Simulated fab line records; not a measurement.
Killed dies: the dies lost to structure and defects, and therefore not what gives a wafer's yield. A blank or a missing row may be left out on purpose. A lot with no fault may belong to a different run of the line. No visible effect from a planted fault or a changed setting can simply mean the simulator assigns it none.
One fault through the eyes of 3 desks + flow n5-finfet + what lay behind the numbers comes last; until then each desk has only its own

## THE DEFECT DESK
Per lot, the means of the sampled wafers with a number show what the inspections along the route counted. If a lot's mean is further than 4 standard deviations from the usual mean, the lot is out of limits and carries the mark OUT (the distance appears in the brackets).
Columns: A = raw-defect-count at N5_BEOL_M0_CUTY_INSPECT_59, usual 1.8
| lot  | first seen here | A   |
|------|-----------------|-----|
| L482 | day 6 20:04     | 2.3 |
| L485 | day 7 14:26     | 1.0 |
| L488 | day 8 08:50     | 2.3 |
| L490 | day 8 21:41     | 0.7 |
| L496 | day 10 22:35    | 1.7 |
This desk found nothing out of limits on any of the 5 lots.

## AT THE METROLOGY DESK
What the gauges read for every lot (on any tool): the sampled wafers with a number, averaged. If a lot's mean is further than 4 standard deviations from the usual mean, the lot is out of limits and carries the mark OUT (the distance appears in the brackets). Of its 12 readings 7 are shown: those that lie furthest out on some lot.
Columns: A = cd-nm at N5_BEOL_M0_CUTY_CD_MEAS_57, usual 199.6 nm; B = M0_ABLK_OVL at N5_BEOL_M0_CUTY_OVL_MEAS_58, usual -0.1 nm; C = DIBL_N at N5_BEOL_M4_RC_MEAS_101, usual 36.0 mV/V; D = ION_N at N5_BEOL_M4_RC_MEAS_101, usual 675 uA/um; E = ION_P at N5_BEOL_M4_RC_MEAS_101, usual 463 uA/um; F = SS_P at N5_BEOL_M4_RC_MEAS_101, usual 73.3 mV/dec; G = VT_P at N5_BEOL_M4_RC_MEAS_101, usual -251 mV
| lot  | first seen here | A     | B    | C    | D   | E   | F    | G    |
|------|-----------------|-------|------|------|-----|-----|------|------|
| L482 | day 6 20:01     | 199.2 | 0.7  | 37.7 | 689 | 461 | 73.3 | -251 |
| L485 | day 7 14:23     | 200.4 | -0.3 | 34.0 | 677 | 466 | 72.6 | -249 |
| L488 | day 8 08:47     | 200.0 | -0.1 | 35.6 | 676 | 458 | 73.3 | -254 |
| L490 | day 8 21:38     | 200.7 | 0.0  | 35.5 | 679 | 469 | 73.5 | -247 |
| L496 | day 10 22:32    | 199.3 | -0.3 | 36.1 | 678 | 465 | 73.2 | -250 |
This desk found nothing out of limits on any of the 5 lots.

## THE TOOL OWNER'S DESK: rie-metal-02
The tool's own readings at N5_BEOL_M0_HM_OPEN_105 (chemistry Cl2/BCl3, target TiN, target depth 12 nm): means of the sampled wafers that have a number, for each lot that ran on this tool. If a lot's mean is further than 4 standard deviations from the usual mean, the lot is out of limits and carries the mark OUT (the distance appears in the brackets).
Columns: A = drypump-motor-current-A at N5_BEOL_M0_HM_OPEN_105, usual 5.9 A; B = oes-product-au at N5_BEOL_M0_HM_OPEN_105, usual 0.75 a.u.; C = throttle-valve-pct at N5_BEOL_M0_HM_OPEN_105, usual 21.98 %
| lot  | first seen here | A   | B    | C     |
|------|-----------------|-----|------|-------|
| L482 | day 6 22:51     | 6.1 | 0.60 | 22.06 |
| L488 | day 8 10:13     | 6.1 | 0.61 | 22.01 |
This desk found nothing out of limits on any of the 2 lots.

## TAKEN TOGETHER
No out-of-limits result turned up at the defect desk.
Metrology desk: nothing out of limits seen.
Nothing out of limits was seen by the tool owner's desk.

## WHAT HAD BEEN PUT IN BY THE SIMULATOR
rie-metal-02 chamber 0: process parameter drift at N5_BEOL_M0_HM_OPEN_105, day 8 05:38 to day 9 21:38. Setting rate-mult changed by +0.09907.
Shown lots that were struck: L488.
